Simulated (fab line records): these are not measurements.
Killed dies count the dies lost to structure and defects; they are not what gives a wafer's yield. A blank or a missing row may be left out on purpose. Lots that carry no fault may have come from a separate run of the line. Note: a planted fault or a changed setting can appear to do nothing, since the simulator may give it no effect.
Matching of chambers / flow nand harc / NHARC_A_BONDPAD_CMP_29 on cmp-04 has 4 sister chambers
The step polishes SiCN, target thk 200 nm. 4 wafers are shown with their chamber, then 9 later ones without.

== WAFERS, EACH WITH ITS CHAMBER ==
wafer=L088.1; chamber=0; motor current A (A)=13.5
wafer=L090.1; chamber=3; motor current A (A)=11.3
wafer=L090.3; chamber=2; motor current A (A)=11.1
wafer=L090.6; chamber=1; motor current A (A)=12.0

== WAFERS WHOSE CHAMBER IS MISSING ==
wafer=L094.1; motor current A (A)=13.2
wafer=L094.3; motor current A (A)=11.5
wafer=L094.4; motor current A (A)=11.5
wafer=L095.1; motor current A (A)=11.4
wafer=L095.3; motor current A (A)=11.1
wafer=L095.4; motor current A (A)=13.4
wafer=L096.2; motor current A (A)=11.7
wafer=L096.4; motor current A (A)=11.4
wafer=L096.6; motor current A (A)=11.2

== WHICH CHAMBER EACH WENT THROUGH ==
wafer=L094.1; from the rows above=0; in truth=0
wafer=L094.3; from the rows above=can't be placed: 3 or 2 or 1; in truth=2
wafer=L094.4; from the rows above=can't be placed: 3 or 2 or 1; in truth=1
wafer=L095.1; from the rows above=can't be placed: 3 or 2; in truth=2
wafer=L095.3; from the rows above=can't be placed: 2 or 3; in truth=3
wafer=L095.4; from the rows above=0; in truth=0
wafer=L096.2; from the rows above=can't be placed: 1 or 3 or 2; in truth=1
wafer=L096.4; from the rows above=can't be placed: 3 or 2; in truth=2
wafer=L096.6; from the rows above=can't be placed: 2 or 3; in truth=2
Correctly placed: 2 of 9. These rows do not allow placing 7 (true chamber among the candidates in 7). Placed wrongly: 0.
How it was worked out, from the rows above alone: a wafer's distance from a chamber is the root of the sum, over the readings, of the square of ((its reading less the chamber's mean) divided by the reading's scatter). The wafer belongs to the nearest chamber; if the next one is less than 2 further off, it can't be placed. Each chamber's mean is taken over the wafers shown for it. The scatter: root of mean squared gap, hidden wafer to nearest shown wafer, with one shown wafer a chamber.
